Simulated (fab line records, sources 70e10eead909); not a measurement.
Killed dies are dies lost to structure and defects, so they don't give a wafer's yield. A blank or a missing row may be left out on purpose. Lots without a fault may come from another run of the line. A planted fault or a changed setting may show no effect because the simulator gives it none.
Tool commonality check | flow nand_harc | 14 lots, 42 wafers sampled

WHY IT WAS OPENED
At NHARC_A_CHANNEL_HOLE_D1_INSPECT_12 the reading raw_defect_count is flagged on 2 of 14 lots. Wafers without a fault read 6, standard deviation 3.
Rule: a lot is flagged when every wafer of it that has a number lies more than 4 standard deviations from that mean, or none has a number. The other lots count as sound.

lot  | measured     | on                | raw_defect_count, wafer by wafer | flag
L420 | day 9 13:19  | defect_inspect-01 | 1 4 4                            |
L422 | day 10 00:48 | defect_inspect-02 | 8 2 8                            |
L423 | day 10 11:38 | defect_inspect-02 | 6 9 2                            |
L424 | day 11 04:41 | defect_inspect-02 | 2 2 4                            |
L427 | day 12 03:01 | defect_inspect-01 | 9 10 8                           |
L426 | day 12 04:49 | defect_inspect-01 | 3 9 4                            |
L428 | day 12 23:30 | defect_inspect-02 | 2 7 10                           |
L430 | day 13 08:16 | defect_inspect-02 | 4 10 6                           |
L429 | day 13 09:24 | defect_inspect-02 | 13 7 6                           |
L431 | day 13 16:23 | defect_inspect-02 | 6 3 5                            |
L432 | day 14 12:11 | defect_inspect-02 | 1042 1060 1023                   | FLAGGED
L433 | day 14 12:20 | defect_inspect-02 | 7 5 4                            |
L434 | day 15 06:11 | defect_inspect-01 | 1052 1107 1041                   | FLAGGED
L435 | day 15 06:20 | defect_inspect-02 | 4 9 5                            |
The numbers of the flagged lots are 1054 on average: +1048 against the usual, or +99 or more standard deviations.

WHICH TOOL RAN EACH LOT
The record holds 1 process step before the reading, out of a route of 1302 steps. In each cell: the tool, then ch and the chambers that the sampled wafers went through, then the start.
lot  | flag    | NHARC_A_CHANNEL_HOLE_D1_DEP_00
L420 |         | acl_dep-03 ch 0, day 9 10:41
L422 |         | acl_dep-02 ch 0, day 9 22:47
L423 |         | acl_dep-03 ch 0, day 10 08:53
L424 |         | acl_dep-03 ch 0, day 11 02:04
L427 |         | acl_dep-02 ch 0, day 12 00:43
L426 |         | acl_dep-01 ch 0, day 12 02:20
L428 |         | acl_dep-01 ch 0, day 12 20:44
L430 |         | acl_dep-02 ch 0, day 13 06:08
L429 |         | acl_dep-01 ch 0, day 13 06:47
L431 |         | acl_dep-02 ch 0, day 13 14:14
L432 | FLAGGED | acl_dep-02 ch 0, day 14 09:51
L433 |         | acl_dep-03 ch 0, day 14 10:10
L434 | FLAGGED | acl_dep-02 ch 0, day 15 03:45
L435 |         | acl_dep-03 ch 0, day 15 03:46
What these steps do:
- NHARC_A_CHANNEL_HOLE_D1_DEP_00: deposits aC, target thk 3100 nm.
- NHARC_A_CHANNEL_HOLE_D1_INSPECT_12

FLAGGED OVER TOTAL, TOOL BY TOOL (the gauges that took the reading come last)
step                               | tool              | lots run | flagged | share of the flagged lots | sound lots run after its first flagged lot
NHARC_A_CHANNEL_HOLE_D1_DEP_00     | acl_dep-01        | 3        | 0       | none                      | -
NHARC_A_CHANNEL_HOLE_D1_DEP_00     | acl_dep-02        | 6        | 2       | all                       | 0
NHARC_A_CHANNEL_HOLE_D1_DEP_00     | acl_dep-03        | 5        | 0       | none                      | -
NHARC_A_CHANNEL_HOLE_D1_INSPECT_12 | defect_inspect-01 | 4        | 1       | some                      | 0
NHARC_A_CHANNEL_HOLE_D1_INSPECT_12 | defect_inspect-02 | 10       | 1       | some                      | 2 (L433,L435)

WHAT THE TABLE ALLOWS
1 row of the table ran every flagged lot: acl_dep-02 at NHARC_A_CHANNEL_HOLE_D1_DEP_00.
- acl_dep-02 at NHARC_A_CHANNEL_HOLE_D1_DEP_00: 2 of its 6 lots flagged. Its last sound lot is L431 (day 13 14:14), its first flagged lot L432 (day 14 09:51): a fault that began between those two fits.
One tool is left: acl_dep-02 at NHARC_A_CHANNEL_HOLE_D1_DEP_00.

WHAT THE SIMULATOR HAD PUT IN
Chamber particle source: acl_dep-02, from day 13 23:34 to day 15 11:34, at NHARC_A_CHANNEL_HOLE_D1_DEP_00. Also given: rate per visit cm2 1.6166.
Lots struck among those shown: L432, L434. The rule above found the same.
